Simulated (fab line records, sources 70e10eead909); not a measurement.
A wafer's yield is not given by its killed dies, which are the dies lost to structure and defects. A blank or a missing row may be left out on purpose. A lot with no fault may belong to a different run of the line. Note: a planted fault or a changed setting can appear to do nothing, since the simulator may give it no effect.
Which tool was responsible? :: flow nandHarc :: 11 lots, 33 wafers sampled, at 4 steps of a route of 1159

== WHAT THE GAUGES READ, wafer by wafer ==
NHARC_P_CONTACT_OVL_MEAS_13.
lot: L595
measured: day 5 15:48
on: overlay-01
overlayXNm (nm): 1.1 0.9 0.6
overlayYNm (nm): -0.1 -0.2 -0.2

lot: L597
measured: day 6 07:29
on: overlay-02
overlayXNm (nm): 0.7 0.5 0.3
overlayYNm (nm): 0.0 -0.3 0.3

lot: L599
measured: day 6 13:58
on: overlay-01
overlayXNm (nm): -0.6 -1.0 -1.0
overlayYNm (nm): -1.7 -1.1 -1.7

lot: L598
measured: day 6 15:38
on: overlay-02
overlayXNm (nm): -0.4 -0.6 -0.4
overlayYNm (nm): 1.0 1.4 1.1

lot: L601
measured: day 7 05:04
on: overlay-02
overlayXNm (nm): 0.1 0.3 0.4
overlayYNm (nm): 0.3 0.4 0.2

lot: L604
measured: day 8 06:34
on: overlay-01
overlayXNm (nm): 0.8 0.6 0.0
overlayYNm (nm): -0.2 0.2 0.0

lot: L610
measured: day 9 20:01
on: overlay-01
overlayXNm (nm): 0.0 0.2 -0.1
overlayYNm (nm): 0.4 -0.2 -0.5

lot: L614
measured: day 10 07:50
on: overlay-02
overlayXNm (nm): 0.2 0.3 0.0
overlayYNm (nm): -0.7 -0.7 -0.4

lot: L613
measured: day 10 08:28
on: overlay-01
overlayXNm (nm): -0.3 0.2 0.0
overlayYNm (nm): 0.5 -0.2 -0.5

lot: L615
measured: day 10 20:52
on: overlay-02
overlayXNm (nm): -0.6 -1.1 -0.9
overlayYNm (nm): -0.7 -0.6 -0.4

lot: L616
measured: day 11 02:14
on: overlay-01
overlayXNm (nm): 1.0 1.2 0.7
overlayYNm (nm): 1.9 2.0 1.3

NHARC_P_M0_CD_MEAS_09 targets a cd of 90 nm.
lot: L595
measured: day 5 19:54
on: cdSem-01
cdNm (nm): 88.6 88.6 87.7

lot: L597
measured: day 6 16:53
on: cdSem-02
cdNm (nm): 90.7 89.0 89.6

lot: L599
measured: day 6 18:34
on: cdSem-01
cdNm (nm): 88.4 87.9 88.7

lot: L598
measured: day 7 01:20
on: cdSem-03
cdNm (nm): 88.9 89.2 88.2

lot: L601
measured: day 7 14:34
on: cdSem-02
cdNm (nm): 95.2 94.6 94.8

lot: L604
measured: day 8 13:23
on: cdSem-03
cdNm (nm): 94.7 94.3 94.4

lot: L610
measured: day 10 02:37
on: cdSem-02
cdNm (nm): 90.6 91.2 90.8

lot: L614
measured: day 10 12:07
on: cdSem-03
cdNm (nm): 90.5 91.3 91.1

lot: L613
measured: day 10 12:29
on: cdSem-02
cdNm (nm): 89.5 90.8 91.0

lot: L615
measured: day 11 05:58
on: cdSem-03
cdNm (nm): 90.5 90.6 90.5

lot: L616
measured: day 11 06:28
on: cdSem-01
cdNm (nm): 89.2 88.9 88.7

== WHAT TOOL EACH LOT RAN ON (gives the tool, then ch and the chambers of the sampled wafers, and finally the start) ==
lot: L595
NHARC_P_CONTACT_ETCH_31: rieDiel-07 ch 1,2,3, day 5 19:49 or earlier
NHARC_P_M0_PEB_07: lithoTrack-01 ch 0, day 5 19:49

lot: L597
NHARC_P_CONTACT_ETCH_31: rieDiel-07 ch 0,1,2, day 6 16:49 or earlier
NHARC_P_M0_PEB_07: lithoTrack-06 ch 0, day 6 16:49

lot: L599
NHARC_P_CONTACT_ETCH_31: rieDiel-07 ch 0,1,3, day 6 18:29 or earlier
NHARC_P_M0_PEB_07: lithoTrack-01 ch 0, day 6 18:29

lot: L598
NHARC_P_CONTACT_ETCH_31: rieDiel-07 ch 1,3, day 7 01:16 or earlier
NHARC_P_M0_PEB_07: lithoTrack-01 ch 0, day 7 01:16

lot: L601
NHARC_P_CONTACT_ETCH_31: rieDiel-11 ch 0,1,3, day 7 14:29 or earlier
NHARC_P_M0_PEB_07: lithoTrack-01 ch 0, day 7 14:29

lot: L604
NHARC_P_CONTACT_ETCH_31: rieDiel-07 ch 0,1,3, day 8 13:19 or earlier
NHARC_P_M0_PEB_07: lithoTrack-01 ch 0, day 8 13:19

lot: L610
NHARC_P_CONTACT_ETCH_31: rieDiel-02 ch 0,3, day 10 02:32 or earlier
NHARC_P_M0_PEB_07: lithoTrack-06 ch 0, day 10 02:32

lot: L614
NHARC_P_CONTACT_ETCH_31: rieDiel-11 ch 1,2,3, day 10 12:02 or earlier
NHARC_P_M0_PEB_07: lithoTrack-04 ch 0, day 10 12:02

lot: L613
NHARC_P_CONTACT_ETCH_31: rieDiel-11 ch 0,2,3, day 10 12:24 or earlier
NHARC_P_M0_PEB_07: lithoTrack-04 ch 0, day 10 12:24

lot: L615
NHARC_P_CONTACT_ETCH_31: rieDiel-11 ch 2,3, day 11 05:53 or earlier
NHARC_P_M0_PEB_07: lithoTrack-04 ch 0, day 11 05:53

lot: L616
NHARC_P_CONTACT_ETCH_31: rieDiel-11 ch 0,1,2, day 11 06:22 or earlier
NHARC_P_M0_PEB_07: lithoTrack-01 ch 0, day 11 06:22
- NHARC_P_CONTACT_ETCH_31: etches the open film in CH3F/O2, target depth 30 nm, time 85.7 s.
- NHARC_P_M0_PEB_07: peb time 65 s.

== WHAT THE TOOLS THEMSELVES READ (means of the sampled wafers that have a number; where no wafer has one, the mark that the record gives instead) ==
NHARC_P_CONTACT_ETCH_31.
lot: L595
tool: rieDiel-07
biasW (W): 100.1
drypumpMotorCurrentA (A): 5.9
oesProductAu (a.u.): 0.958
rfVppV (V): 244.1
showerheadPlenumPTorr (Torr): 2.42
throttleValvePct (%): 20.655

lot: L597
tool: rieDiel-07
biasW (W): 99.8
drypumpMotorCurrentA (A): 6.0
oesProductAu (a.u.): 0.975
rfVppV (V): 244.6
showerheadPlenumPTorr (Torr): 2.44
throttleValvePct (%): 20.665

lot: L599
tool: rieDiel-07
biasW (W): 100.1
drypumpMotorCurrentA (A): 5.8
oesProductAu (a.u.): 0.957
rfVppV (V): 245.1
showerheadPlenumPTorr (Torr): 2.47
throttleValvePct (%): 20.661

lot: L598
tool: rieDiel-07
biasW (W): 99.8
drypumpMotorCurrentA (A): 5.6
oesProductAu (a.u.): 0.976
rfVppV (V): 243.1
showerheadPlenumPTorr (Torr): 2.39
throttleValvePct (%): 20.661

lot: L601
tool: rieDiel-11
biasW (W): 99.7
drypumpMotorCurrentA (A): 5.7
oesProductAu (a.u.): 0.977
rfVppV (V): 243.3
showerheadPlenumPTorr (Torr): 2.45
throttleValvePct (%): 20.666

lot: L604
tool: rieDiel-07
biasW (W): 100.1
drypumpMotorCurrentA (A): 5.8
oesProductAu (a.u.): 0.979
rfVppV (V): 244.5
showerheadPlenumPTorr (Torr): 2.47
throttleValvePct (%): 20.662

lot: L610
tool: rieDiel-02
biasW (W): 100.0
drypumpMotorCurrentA (A): 6.0
oesProductAu (a.u.): 0.980
rfVppV (V): 242.8
showerheadPlenumPTorr (Torr): 2.33
throttleValvePct (%): 20.661

lot: L614
tool: rieDiel-11
biasW (W): 99.9
drypumpMotorCurrentA (A): 5.5
oesProductAu (a.u.): 0.980
rfVppV (V): 243.4
showerheadPlenumPTorr (Torr): 2.41
throttleValvePct (%): 20.659

lot: L613
tool: rieDiel-11
biasW (W): 99.9
drypumpMotorCurrentA (A): 5.4
oesProductAu (a.u.): 0.985
rfVppV (V): 243.2
showerheadPlenumPTorr (Torr): 2.41
throttleValvePct (%): 20.665

lot: L615
tool: rieDiel-11
biasW (W): 99.8
drypumpMotorCurrentA (A): 5.1
oesProductAu (a.u.): 0.993
rfVppV (V): 242.0
showerheadPlenumPTorr (Torr): 2.33
throttleValvePct (%): 20.661

lot: L616
tool: rieDiel-11
biasW (W): 99.9
drypumpMotorCurrentA (A): 5.8
oesProductAu (a.u.): 0.985
rfVppV (V): 245.4
showerheadPlenumPTorr (Torr): 2.49
throttleValvePct (%): 20.662

NHARC_P_M0_PEB_07.
lot: L595
tool: lithoTrack-01
heaterPowerTotalW (W): 156.5
plateTempC (C): 100.07

lot: L597
tool: lithoTrack-06
heaterPowerTotalW (W): 156.4
plateTempC (C): 100.12

lot: L599
tool: lithoTrack-01
heaterPowerTotalW (W): 156.3
plateTempC (C): 99.89

lot: L598
tool: lithoTrack-01
heaterPowerTotalW (W): 156.7
plateTempC (C): 99.98

lot: L601
tool: lithoTrack-01
heaterPowerTotalW (W): 160.3
plateTempC (C): 101.74

lot: L604
tool: lithoTrack-01
heaterPowerTotalW (W): 160.3
plateTempC (C): 101.80

lot: L610
tool: lithoTrack-06
heaterPowerTotalW (W): 156.5
plateTempC (C): 100.00

lot: L614
tool: lithoTrack-04
heaterPowerTotalW (W): 156.9
plateTempC (C): 100.01

lot: L613
tool: lithoTrack-04
heaterPowerTotalW (W): 156.4
plateTempC (C): 100.10

lot: L615
tool: lithoTrack-04
heaterPowerTotalW (W): 156.1
plateTempC (C): 99.99

lot: L616
tool: lithoTrack-01
heaterPowerTotalW (W): 156.8
plateTempC (C): 99.98

== THE ANSWER, worked out from the rows above alone ==
Rule: what is usual is taken from the lots themselves. Put in order of their means at a reading, lots are off if they are a third of the lots or fewer, leave a main group of 4 or more, and stand apart from it by a gap of 3 or more times the standard deviation of the main group's means; of several such gaps the widest counts. A main group whose means are all the same, to the digits that the tables above print for the reading, isn't used. A lot without any number at a reading at which 4 lots or more have one is off too. Where the step has rows for the other lots, those lots are counted as sound. After the gauges, taken in route order, come the tools' own readings; for these a lot's mean is taken, as printed above. The first step at which some lot is off is used, and at that step the reading that is off furthest; a lot without a number counts as furthest.
Off at NHARC_P_M0_CD_MEAS_09 (cdNm): L601, L604. For the main group the mean is 89.7 nm and the standard deviation 1.
A tool fits if, at a process step before that reading, it ran every lot that is off, and no sound lot after the first of them. The gauges at NHARC_P_M0_CD_MEAS_09 aren't tried: what is off there is off at NHARC_P_M0_PEB_07 too, on other tools, and a gauge's error can't cause that. With no start given for some of its lots, NHARC_P_CONTACT_ETCH_31 uses the hours and lot order of NHARC_P_M0_PEB_07. No candidate that was tried fits.

== WHAT WAS PUT IN BY THE SIMULATOR ==
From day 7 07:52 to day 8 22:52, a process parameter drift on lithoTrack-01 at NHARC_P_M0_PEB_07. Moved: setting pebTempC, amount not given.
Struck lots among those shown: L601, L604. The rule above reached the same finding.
